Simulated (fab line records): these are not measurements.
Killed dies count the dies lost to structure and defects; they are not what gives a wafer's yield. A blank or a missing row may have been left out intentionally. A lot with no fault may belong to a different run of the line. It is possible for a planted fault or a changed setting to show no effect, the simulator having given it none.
3 desks, one fault + flow n5Finfet + numbers are kept per desk, each desk with only its own; the story behind them comes last

AT THE TOOL OWNER'S DESK: aldMetal-03
The tool's own readings at N5_MOL_CONTACT_COAG_ALD_20 (deposits TiN, target thk 1.5 nm, pulse time 1 s, purge time 3 s): means of the sampled wafers that have a number, for each lot that ran on this tool. If a lot's mean is further than 4 standard deviations from the usual mean, the lot is out of limits and carries the mark OUT (the distance appears in the brackets).
Columns: A = heaterPowerOuterW at N5_MOL_CONTACT_COAG_ALD_20, usual 513 W; B = heaterPowerW at N5_MOL_CONTACT_COAG_ALD_20, usual 852 W; C = precursorPulseHeightRel at N5_MOL_CONTACT_COAG_ALD_20, usual 1.000; D = susceptorTempC at N5_MOL_CONTACT_COAG_ALD_20, usual 399.98 C
| lot  | first seen here | A   | B   | C     | D                |
|------|-----------------|-----|-----|-------|------------------|
| L812 | day 4 14:21     | 510 | 878 | 0.994 | 400.03           |
| L813 | day 5 01:02     | 512 | 874 | 1.016 | 399.95           |
| L814 | day 5 16:20     | 500 | 849 | 1.007 | 394.30 (-28) OUT |
| L818 | day 6 11:08     | 506 | 858 | 1.004 | 394.12 (-29) OUT |
| L828 | day 8 18:19     | 515 | 857 | 0.995 | 400.07           |
| L831 | day 9 13:00     | 518 | 870 | 1.007 | 399.98           |
| L832 | day 9 19:41     | 521 | 858 | 0.995 | 400.10           |
| L834 | day 10 11:25    | 487 | 826 | 0.991 | 400.06           |
Finding of this desk: L814, L818 out of limits; the first was L814 at day 5 16:20, on susceptorTempC at N5_MOL_CONTACT_COAG_ALD_20. L812, L813, L828, L831, L832, L834 stayed within limits.

THE DEFECT DESK
Inspection counts along the route, by lot: the mean over sampled wafers that carry a number. If a lot's mean is further than 4 standard deviations from the usual mean, the lot is out of limits and carries the mark OUT (the distance appears in the brackets).
Columns: A = rawDefectCount at N5_MOL_CONTACT_COAG_INSPECT_10, usual 72
| lot  | first seen here | A   |
|------|-----------------|-----|
| L812 | day 4 13:20     | 59  |
| L813 | day 4 23:26     | 95  |
| L814 | day 5 13:55     | 89  |
| L816 | day 5 21:49     | 161 |
| L818 | day 6 06:08     | 46  |
| L824 | day 7 18:48     | 47  |
| L828 | day 8 17:16     | 70  |
| L831 | day 9 11:59     | 88  |
| L832 | day 9 18:34     | 78  |
| L834 | day 10 09:14    | 61  |
| L835 | day 10 11:47    | 78  |
This desk found nothing out of limits on any of the 11 lots.

THE METROLOGY DESK
Means of the sampled wafers that have a number, per lot and without regard to the tool the lot ran on: this is what the gauges read. If a lot's mean is further than 4 standard deviations from the usual mean, the lot is out of limits and carries the mark OUT (the distance appears in the brackets). Readings shown: 7 of its 10, picked as those furthest out on some lot.
Columns: A = DIBL_N at N5_BEOL_M4_RC_MEAS_101, usual 36.4 mV/V; B = DIBL_P at N5_BEOL_M4_RC_MEAS_101, usual 36.3 mV/V; C = IOFF_P at N5_BEOL_M4_RC_MEAS_101, usual 0.23 nA/um; D = ION_N at N5_BEOL_M4_RC_MEAS_101, usual 674 uA/um; E = ION_P at N5_BEOL_M4_RC_MEAS_101, usual 464 uA/um; F = SS_P at N5_BEOL_M4_RC_MEAS_101, usual 73.3 mV/dec; G = VT_P at N5_BEOL_M4_RC_MEAS_101, usual -249 mV
| lot  | first seen here | A    | B    | C    | D   | E   | F    | G    |
|------|-----------------|------|------|------|-----|-----|------|------|
| L812 | day 8 07:53     | 38.4 | 40.0 | 0.29 | 698 | 481 | 74.6 | -245 |
| L813 | day 8 18:25     | 35.6 | 35.0 | 0.20 | 656 | 453 | 72.8 | -253 |
| L816 | day 10 17:28    | 37.7 | 39.2 | 0.35 | 698 | 489 | 73.8 | -238 |
| L814 | day 10 23:06    | 35.6 | 35.9 | 0.26 | 678 | 474 | 73.1 | -244 |
| L818 | day 11 08:59    | 37.9 | 37.0 | 0.22 | 682 | 461 | 73.7 | -250 |
| L824 | day 12 12:18    | 36.3 | 36.2 | 0.26 | 688 | 476 | 73.6 | -246 |
| L831 | day 14 05:27    | 37.5 | 37.6 | 0.24 | 684 | 466 | 73.4 | -246 |
| L828 | day 14 09:50    | 38.3 | 37.7 | 0.25 | 679 | 464 | 74.1 | -247 |
| L832 | day 14 14:22    | 35.3 | 35.4 | 0.19 | 674 | 461 | 72.4 | -248 |
| L834 | day 15 12:50    | 34.8 | 34.4 | 0.20 | 681 | 470 | 73.2 | -250 |
| L835 | day 15 13:28    | 33.8 | 34.7 | 0.20 | 663 | 464 | 72.3 | -249 |
This desk found nothing out of limits on any of the 11 lots.

BROUGHT TOGETHER
At day 5 16:20, on L814, L818, the tool owner's desk was in a position to raise an alarm.
Nothing out of limits was seen by the defect desk.
From the metrology desk's view, nothing was out of limits.
The defect desk has L814, L818 on record, within its limits.
The metrology desk has L814, L818 on record, within its limits.
N5_MOL_CONTACT_COAG_ALD_20 was run on aldMetal-03 by each of the lots named.

WHAT THE SIMULATOR HAD PUT IN
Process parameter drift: aldMetal-03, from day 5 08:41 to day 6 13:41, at N5_MOL_CONTACT_COAG_ALD_20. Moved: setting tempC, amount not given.
Struck lots among those shown: L814, L818.
How many hours passed from the start of the fault until each desk's first out-of-limits reading: the tool owner's desk, 8.
